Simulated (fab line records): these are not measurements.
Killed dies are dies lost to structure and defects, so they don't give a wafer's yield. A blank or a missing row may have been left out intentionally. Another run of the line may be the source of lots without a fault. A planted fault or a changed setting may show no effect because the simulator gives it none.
Which tool did it? | flow n5Finfet | 29 wafers from 12 lots sampled at 5 of the route's 1938 steps

## WHAT THE GAUGES SHOWED, per wafer
N5_BEOL_M0_SAQP_CD_MEAS_14 targets a cd of 42.5 nm. Usual: cdNm at 42.6 nm, with a standard deviation of 0.39.
lot  | measured     | on       | cdNm (nm)      | flag
L283 | day 5 11:29  | cdSem-01 | 42.6 43.2      | 
L284 | day 5 15:28  | cdSem-01 | 42.1 41.8      | 
L285 | day 5 17:41  | cdSem-03 | 42.7 43.2 43.4 | 
L286 | day 6 05:14  | cdSem-03 | 42.8 42.1      | 
L287 | day 6 06:26  | cdSem-03 | 42.6 42.3      | 
L288 | day 6 21:05  | cdSem-02 | 42.2 42.5      | 
L289 | day 7 02:17  | cdSem-01 | 42.9 42.6 43.0 | 
L291 | day 7 18:18  | cdSem-03 | 42.8 42.5 42.3 | 
L292 | day 8 02:38  | cdSem-01 | 42.9 42.4 42.5 | 
L294 | day 8 03:38  | cdSem-02 | 42.4 42.4 42.0 | 
L298 | day 9 14:11  | cdSem-03 | 42.4 43.0      | 
L301 | day 10 13:07 | cdSem-03 | 43.0 42.5      | 

N5_BEOL_M4_RC_MEAS_101. Usual: DIBL_N 35.3 mV/V, standard deviation 2.5; DIBL_P 35 mV/V, standard deviation 3.3; IOFF_N 0.15 nA/um, standard deviation 0.049; IOFF_P 0.20 nA/um, standard deviation 0.056; ION_N 673 uA/um, standard deviation 16; ION_P 462 uA/um, standard deviation 10; SS_N 71.2 mV/dec, standard deviation 0.85; SS_P 73.0 mV/dec, standard deviation 0.97; VT_N 252 mV, standard deviation 4.9; VT_P -251 mV, standard deviation 5.
lot  | measured     | on        | DIBL_N (mV/V)  | DIBL_P (mV/V) | IOFF_N (nA/um) | IOFF_P (nA/um) | ION_N (uA/um) | ION_P (uA/um) | SS_N (mV/dec)  | SS_P (mV/dec)  | VT_N (mV)   | VT_P (mV)      | flag
L283 | day 8 12:38  | prober-02 | 34.2 31.6      | 33 31         | 0.13 0.10      | 0.19 0.15      | 673 662       | 461 464       | 70.8 70.7      | 72.6 71.8      | 251 255     | -249 -252      | 
L284 | day 8 18:04  | prober-02 | 37.3 37.2      | 39 38         | 0.19 0.18      | 0.21 0.20      | 691 680       | 466 457       | 72.6 72.3      | 73.9 73.5      | 248 251     | -251 -256      | 
L285 | day 9 03:12  | prober-02 | 40.5 36.0 39.7 | 41 35 40      | 0.25 0.13 0.21 | 0.29 0.17 0.25 | 710 677 681   | 483 464 463   | 72.2 70.9 72.3 | 74.0 73.0 73.7 | 244 252 248 | -246 -254 -248 | 
L286 | day 9 05:55  | prober-01 | 38.6 39.0      | 41 41         | 0.24 0.24      | 0.30 0.32      | 708 709       | 481 490       | 72.3 73.0      | 75.0 75.2      | 242 245     | -244 -243      | 
L287 | day 9 09:36  | prober-02 | 35.9 34.6      | 37 35         | 0.16 0.13      | 0.24 0.20      | 684 676       | 478 471       | 72.1 71.6      | 73.5 73.7      | 250 252     | -249 -249      | 
L288 | day 9 06:55  | prober-02 | 35.2 32.3      | 35 32         | 0.13 0.09      | 0.17 0.13      | 662 655       | 449 454       | 71.6 70.1      | 72.9 73.1      | 250 256     | -253 -257      | 
L289 | day 10 03:30 | prober-01 | 33.9 39.9 42.3 | 34 41 44      | 0.13 0.23 0.33 | 0.19 0.32 0.39 | 668 698 712   | 462 479 481   | 70.8 72.1 73.3 | 72.4 74.7 75.4 | 252 244 240 | -251 -244 -241 | 
L291 | day 10 08:30 | prober-02 | 37.4 37.0 36.5 | 38 37 35      | 0.20 0.17 0.15 | 0.24 0.22 0.18 | 700 692 665   | 471 468 453   | 71.4 72.1 71.7 | 73.1 74.1 73.1 | 245 248 250 | -251 -250 -254 | 
L292 | day 10 21:14 | prober-01 | 37.3 33.5 33.3 | 39 33 32      | 0.18 0.12 0.11 | 0.25 0.18 0.16 | 673 675 660   | 466 464 465   | 71.5 70.2 70.5 | 73.4 72.0 72.0 | 248 253 255 | -247 -251 -251 | 
L294 | day 10 21:34 | prober-02 | 31.2 33.6 37.8 | 31 33 37      | 0.09 0.11 0.19 | 0.12 0.14 0.20 | 658 654 684   | 454 450 463   | 70.4 70.6 72.6 | 71.5 72.9 73.5 | 258 256 248 | -259 -258 -253 | 
L298 | day 12 04:23 | prober-01 | 35.8 35.6      | 37 35         | 0.15 0.16      | 0.27 0.23      | 676 697       | 478 488       | 71.1 71.5      | 73.7 73.8      | 251 247     | -243 -243      | 
L301 | day 13 04:49 | prober-01 | 35.7 31.3      | 36 31         | 0.15 0.09      | 0.20 0.13      | 675 652       | 468 453       | 71.0 69.6      | 72.7 72.6      | 252 257     | -253 -257      | 

## EACH LOT AND THE TOOL THAT RAN IT (in order: tool; ch and the chambers of the sampled wafers; start)
lot  | N5_BEOL_M0_SAQP_ILD_DEP_01     | N5_BEOL_M0_SAQP_MANDREL_ETCH_20 | N5_BEOL_M0_SAQP_RECESS_114
L283 | pecvd-02 ch 1,2, day 5 09:22   | rieSi-06 ch 1,3, day 5 11:51    | vaporEtch-01 ch 0,1, day 5 12:05
L284 | pecvd-03 ch 0,2, day 5 13:23   | rieSi-06 ch 0,3, day 5 16:26    | vaporEtch-02 ch 0,1, day 5 16:40
L285 | pecvd-04 ch 0,1,2, day 5 16:49 | rieSi-05 ch 0,3, day 5 18:54    | vaporEtch-02 ch 0,1, day 5 19:11
L286 | pecvd-03 ch 1,2, day 6 02:27   | rieSi-06 ch 1,3, day 6 05:37    | vaporEtch-01 ch 0, day 6 05:50
L287 | pecvd-02 ch 1, day 6 05:28     | rieSi-05 ch 1,2, day 6 06:49    | vaporEtch-02 ch 0,1, day 6 07:02
L288 | pecvd-02 ch 0,1, day 6 14:52   | rieSi-03 ch 0,3, day 6 21:55    | vaporEtch-01 ch 0, day 6 22:08
L289 | pecvd-02 ch 1,2, day 6 23:40   | rieSi-03 ch 0,1,2, day 7 02:40  | vaporEtch-01 ch 0,1, day 7 03:01
L291 | pecvd-03 ch 0,2, day 7 17:25   | rieSi-03 ch 2,3, day 7 18:40    | vaporEtch-02 ch 0,1, day 7 18:53
L292 | pecvd-03 ch 0,1, day 7 23:53   | rieSi-03 ch 0,1,2, day 8 03:53  | vaporEtch-01 ch 0,1, day 8 04:13
L294 | pecvd-03 ch 0,1, day 8 02:54   | rieSi-06 ch 0,1,2, day 8 04:50  | vaporEtch-01 ch 0,1, day 8 05:11
L298 | pecvd-02 ch 1, day 9 10:58     | rieSi-06 ch 0,1, day 9 14:34    | vaporEtch-01 ch 0,1, day 9 14:55
L301 | pecvd-03 ch 0,1, day 10 10:56  | rieSi-06 ch 2,3, day 10 14:34   | vaporEtch-02 ch 0,1, day 10 15:03
- N5_BEOL_M0_SAQP_ILD_DEP_01: deposits SiOC from DEMS/O2, target thk 45.419 nm, time 8.7 s.
- N5_BEOL_M0_SAQP_MANDREL_ETCH_20: etches a-Si in HBr/Cl2, stops on SiNx, target depth 60 nm, bt time 10 s, time 30 s.
- N5_BEOL_M0_SAQP_RECESS_114: chemistry HF/NH3, target SiO2, target depth 14.4 nm, afs cycles 3, sublimation time 60 s.

## WHAT THE TOOLS THEMSELVES READ (means of the sampled wafers that have a number; where no wafer has one, the mark that the record gives instead)
N5_BEOL_M0_SAQP_ILD_DEP_01. Usual: heaterPowerW 473 W, standard deviation 43; showerheadPlenumPTorr 5.686 Torr, standard deviation 0.011; throttleValvePct 11.6 %, standard deviation 0.65.
lot  | tool     | heaterPowerW (W) | showerheadPlenumPTorr (Torr) | throttleValvePct (%) | flag
L283 | pecvd-02 | 509              | 5.683                        | 11.5                 | 
L284 | pecvd-03 | 486              | 5.688                        | 11.2                 | 
L285 | pecvd-04 | 480              | 5.692                        | 11.8                 | 
L286 | pecvd-03 | 412              | 5.687                        | 11.7                 | 
L287 | pecvd-02 | 492              | 5.681                        | 11.3                 | 
L288 | pecvd-02 | 454              | 5.688                        | 11.2                 | 
L289 | pecvd-02 | 537              | 5.686                        | 11.4                 | 
L291 | pecvd-03 | 476              | 5.705                        | 11.5                 | 
L292 | pecvd-03 | 455              | 5.692                        | 12.5                 | 
L294 | pecvd-03 | 465              | 5.684                        | 12.3                 | 
L298 | pecvd-02 | 446              | 5.689                        | 11.2                 | 
L301 | pecvd-03 | 477              | 5.697                        | 12.5                 | 

N5_BEOL_M0_SAQP_MANDREL_ETCH_20. Usual: drypumpMotorCurrentA 5.9 A, standard deviation 0.38; oesProductAu 0.779 a.u., standard deviation 0.012; throttleValvePct 35.3 %, standard deviation 0.32.
lot  | tool     | drypumpMotorCurrentA (A) | oesProductAu (a.u.) | throttleValvePct (%) | flag
L283 | rieSi-06 | 5.8                      | 0.781               | 35.2                 | 
L284 | rieSi-06 | 5.7                      | 0.785               | 35.2                 | 
L285 | rieSi-05 | 6.1                      | 0.794               | 34.8                 | 
L286 | rieSi-06 | 5.9                      | 0.784               | 35.2                 | 
L287 | rieSi-05 | 6.3                      | 0.768               | 36.0                 | 
L288 | rieSi-03 | 5.4                      | 0.764               | 35.5                 | 
L289 | rieSi-03 | 5.9                      | 0.775               | 35.4                 | 
L291 | rieSi-03 | 5.4                      | 0.764               | 35.6                 | 
L292 | rieSi-03 | 5.9                      | 0.777               | 35.4                 | 
L294 | rieSi-06 | 6.0                      | 0.783               | 35.2                 | 
L298 | rieSi-06 | 6.1                      | 0.737               | 35.3                 | OFF
L301 | rieSi-06 | 5.6                      | 0.738               | 35.3                 | OFF

N5_BEOL_M0_SAQP_RECESS_114. Usual: drypumpMotorCurrentA 6.09 A, standard deviation 0.24; forelinePTorr 0.1280 Torr, standard deviation 0.00033.
lot  | tool         | drypumpMotorCurrentA (A) | forelinePTorr (Torr) | flag
L283 | vaporEtch-01 | 5.91                     | 0.1282               | 
L284 | vaporEtch-02 | 6.39                     | 0.1282               | 
L285 | vaporEtch-02 | 6.39                     | 0.1281               | 
L286 | vaporEtch-01 | 5.93                     | 0.1278               | 
L287 | vaporEtch-02 | 6.33                     | 0.1281               | 
L288 | vaporEtch-01 | 5.92                     | 0.1278               | 
L289 | vaporEtch-01 | 5.90                     | 0.1282               | 
L291 | vaporEtch-02 | 6.40                     | 0.1277               | 
L292 | vaporEtch-01 | 5.90                     | 0.1284               | 
L294 | vaporEtch-01 | 5.91                     | 0.1279               | 
L298 | vaporEtch-01 | 5.89                     | 0.1275               | 
L301 | vaporEtch-02 | 6.37                     | 0.1278               | 

## THE ANSWER, worked out from the rows above alone
Rule: a lot is off if the mean of its wafers that have a number lies more than 3 standard deviations from the usual mean. A lot without any number at a reading at which 4 lots or more have one is off too. Any other lot the step has rows for is counted as sound. After the gauges, taken in route order, come the tools' own readings; for these a lot's mean is taken, as printed above. The first step at which some lot is off is used, and at that step the reading that is off furthest; a lot without a number counts as furthest.
Off at N5_BEOL_M0_SAQP_MANDREL_ETCH_20 (oesProductAu): L298, L301.
If a tool, at that step or one of the process steps before it, ran each lot that is off and ran no sound lot following the first of them, it fits. One candidate fits, namely rieSi-06 at N5_BEOL_M0_SAQP_MANDREL_ETCH_20. A fault onset in the window from L294 (day 8 04:50, its last sound lot) to L298 (day 9 14:34, its first lot off) fits.

## WHAT THE SIMULATOR HAD PUT IN
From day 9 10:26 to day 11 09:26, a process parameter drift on rieSi-06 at N5_BEOL_M0_SAQP_MANDREL_ETCH_20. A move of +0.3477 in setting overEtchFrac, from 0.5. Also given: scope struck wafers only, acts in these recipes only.
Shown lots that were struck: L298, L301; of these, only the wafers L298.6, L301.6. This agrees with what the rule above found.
